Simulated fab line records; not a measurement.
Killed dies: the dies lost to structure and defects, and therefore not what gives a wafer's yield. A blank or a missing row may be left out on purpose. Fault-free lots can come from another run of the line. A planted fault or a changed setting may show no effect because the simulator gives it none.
Which tool did it? ; flow n5 finfet ; 24 lots, 72 wafers sampled, at 3 steps of a route of 1938

## WHAT THE GAUGES SHOWED, per wafer
N5_BEOL_M13_CD_MEAS_10: target cd 190 nm.
lot;measured;on;cd nm (nm)
L075;day 12 21:23;cd sem-01;190.9 191.4 191.4
L074;day 12 23:00;cd sem-01;192.9 190.6 191.8
L076;day 13 03:19;cd sem-02;189.5 192.5 191.6
L077;day 13 18:11;cd sem-01;192.1 192.6 191.7
L078;day 14 04:29;cd sem-01;188.2 189.7 188.6
L080;day 14 05:23;cd sem-01;191.5 191.5 191.4
L079;day 14 05:56;cd sem-02;194.1 192.3 193.7
L081;day 14 08:26;cd sem-02;190.9 189.4 189.9
L083;day 14 14:52;cd sem-01;191.9 191.2 191.6
L082;day 15 05:05;cd sem-02;190.8 188.9 190.5
L086;day 15 09:55;cd sem-03;192.0 190.8 192.0
L084;day 15 12:43;cd sem-02;187.7 189.5 188.7
L089;day 15 18:02;cd sem-03;188.6 189.5 189.4
L087;day 16 00:08;cd sem-03;189.7 189.3 189.4
L088;day 16 03:35;cd sem-02;191.5 192.0 191.8
L085;day 16 06:38;cd sem-02;191.3 191.6 189.8
L091;day 16 09:09;cd sem-01;188.2 189.5 189.9
L093;day 16 15:25;cd sem-01;189.1 190.8 189.6
L096;day 17 03:15;cd sem-02;194.6 194.1 194.2
L092;day 17 15:08;cd sem-03;189.8 191.5 191.0
L094;day 17 20:40;cd sem-03;192.2 190.4 189.5
L095;day 18 05:56;cd sem-01;191.8 191.8 192.1
L090;day 18 07:44;cd sem-01;190.4 190.3 190.7
L097;day 19 06:32;cd sem-03;189.4 190.9 189.6

N5_BEOL_M13_INSPECT_30: inspects for defects (macro).
lot;measured;on;raw defect count
L075;day 12 22:33;defect inspect-02;0 5 3
L074;day 13 00:16;defect inspect-01;2 3 1
L076;day 13 04:19;defect inspect-01;4 3 4
L077;day 13 19:13;defect inspect-02;3 0 2
L078;day 14 05:40;defect inspect-01;1 4 3
L080;day 14 06:31;defect inspect-01;1 1 0
L079;day 14 07:01;defect inspect-01;4 1 2
L081;day 14 09:33;defect inspect-02;2 4 1
L083;day 14 15:53;defect inspect-01;2 0 3
L082;day 15 06:05;defect inspect-01;3 0 2
L086;day 15 11:03;defect inspect-01;3 1 1
L084;day 15 13:43;defect inspect-02;3 2 2
L089;day 15 19:11;defect inspect-02;2 3 0
L087;day 16 01:20;defect inspect-01;2 2 5
L088;day 16 05:16;defect inspect-02;0 1 2
L085;day 16 07:46;defect inspect-01;1 3 3
L091;day 16 10:12;defect inspect-02;3 3 4
L093;day 16 16:33;defect inspect-02;1 1 1
L096;day 17 04:28;defect inspect-01;1 0 2
L092;day 17 16:16;defect inspect-01;0 1 2
L094;day 17 21:40;defect inspect-01;2 2 1
L095;day 18 07:09;defect inspect-01;0 0 3
L090;day 18 08:52;defect inspect-02;3 4 2
L097;day 19 08:09;defect inspect-02;2 5 1

## WHICH TOOL RAN EACH LOT (tool, then ch and the chambers of the sampled wafers, then the start)
lot;N5_BEOL_M13_VIA_ETCH_16
L075;rie diel-04 ch 0,3, day 12 21:33
L074;rie diel-02 ch 1,3, day 12 23:16
L076;rie diel-04 ch 0,3, day 13 03:29
L077;rie diel-01 ch 0,2, day 13 18:22
L078;rie diel-01 ch 1,2,3, day 14 04:40
L080;rie diel-01 ch 0,2,3, day 14 05:34
L079;rie diel-02 ch 1,2, day 14 06:11
L081;rie diel-04 ch 1,2,3, day 14 08:36
L083;rie diel-02 ch 1,2, day 14 15:04
L082;rie diel-01 ch 0,3, day 15 05:15
L086;rie diel-04 ch 0,1,2, day 15 10:05
L084;rie diel-04 ch 0,2,3, day 15 12:53
L089;rie diel-04 ch 0,1,2, day 15 18:14
L087;rie diel-04 ch 2,3, day 16 00:30
L088;rie diel-01 ch 0,1, day 16 04:27
L085;rie diel-04 ch 0,2, day 16 06:48
L091;rie diel-04 ch 0,1,3, day 16 09:23
L093;rie diel-01 ch 0,1,2, day 16 15:36
L096;rie diel-04 ch 0,2,3, day 17 03:37
L092;rie diel-02 ch 1,2, day 17 15:19
L094;rie diel-01 ch 2,3, day 17 20:50
L095;rie diel-01 ch 0,2, day 18 06:11
L090;rie diel-01 ch 0,2, day 18 07:55
L097;rie diel-04 ch 0,2,3, day 19 07:19
- N5_BEOL_M13_VIA_ETCH_16: etches SiOC in C4F8/O2/Ar, target depth 921.7 nm.

## AS READ BY THE TOOLS THEMSELVES (means over the sampled wafers that have a number; for cases with no such wafer, the mark the record gives instead)
N5_BEOL_M13_VIA_ETCH_16.
lot;tool;O2_flow_sccm (sccm);drypump motor current A (A);oes product au (a.u.);rf fwd power W (W);rf vpp V (V);showerhead plenum p Torr (Torr);throttle valve pct (%)
L075;rie diel-04;8.013;6.0;0.69;2990;660;3.20;24.12
L074;rie diel-02;8.009;5.7;0.75;2996;666;3.40;23.87
L076;rie diel-04;8.008;5.5;0.71;2996;661;3.26;24.23
L077;rie diel-01;7.979;6.0;0.74;2990;671;3.57;23.91
L078;rie diel-01;8.014;5.8;0.73;2990;671;3.57;24.16
L080;rie diel-01;8.023;5.8;0.68;2990;669;3.54;24.16
L079;rie diel-02;8.001;5.1;0.78;2992;664;3.38;24.02
L081;rie diel-04;8.004;6.0;0.74;2997;663;3.35;24.02
L083;rie diel-02;7.988;5.1;0.77;2985;664;3.38;24.02
L082;rie diel-01;7.992;5.6;0.62;2981;667;3.50;24.42
L086;rie diel-04;8.001;5.5;0.74;2991;665;3.40;24.13
L084;rie diel-04;8.003;5.9;0.74;2996;663;3.31;24.05
L089;rie diel-04;8.004;5.5;0.74;2997;664;3.40;24.14
L087;rie diel-04;8.007;6.3;0.72;2991;661;3.25;23.96
L088;rie diel-01;7.969;6.0;0.66;2988;669;3.54;24.38
L085;rie diel-04;8.005;5.4;0.75;2995;664;3.36;24.19
L091;rie diel-04;7.997;5.7;0.66;2992;661;3.28;24.22
L093;rie diel-01;7.999;6.0;0.71;2999;670;3.56;24.17
L096;rie diel-04;7.996;5.8;0.73;2992;662;3.30;24.09
L092;rie diel-02;8.006;5.1;0.76;2992;664;3.37;24.06
L094;rie diel-01;8.009;5.6;0.84;2983;669;3.51;24.02
L095;rie diel-01;8.001;6.0;0.79;2998;669;3.55;23.83
L090;rie diel-01;8.000;6.1;0.84;2993;669;3.53;23.95
L097;rie diel-04;8.005;5.8;0.71;3002;663;3.30;24.10

## THE ANSWER, worked out from the rows above alone
Rule: the usual values come from the lots themselves. The widest of any qualifying gaps counts: lots, ordered by their means at a reading, are off when they make up no more than a third of the lots, leave a main group of 4 or more, and stand apart from it by 3 or more times the standard deviation of that group's means. The tables above print the reading to a certain number of digits; a main group whose means all agree to those digits is not used. Also off: a lot with no number at a reading for which 4 or more lots have one. The other lots that the step has rows for count as sound. The gauges are gone through in route order, then the tools' own readings, and for those a lot's mean is taken as printed above. The first step at which some lot is off is used, and at that step the reading that is off furthest; a lot without a number counts as furthest.
Across all readings shown, no lot is off: no conclusion can be drawn from this.

## WHAT THE SIMULATOR HAD PUT IN
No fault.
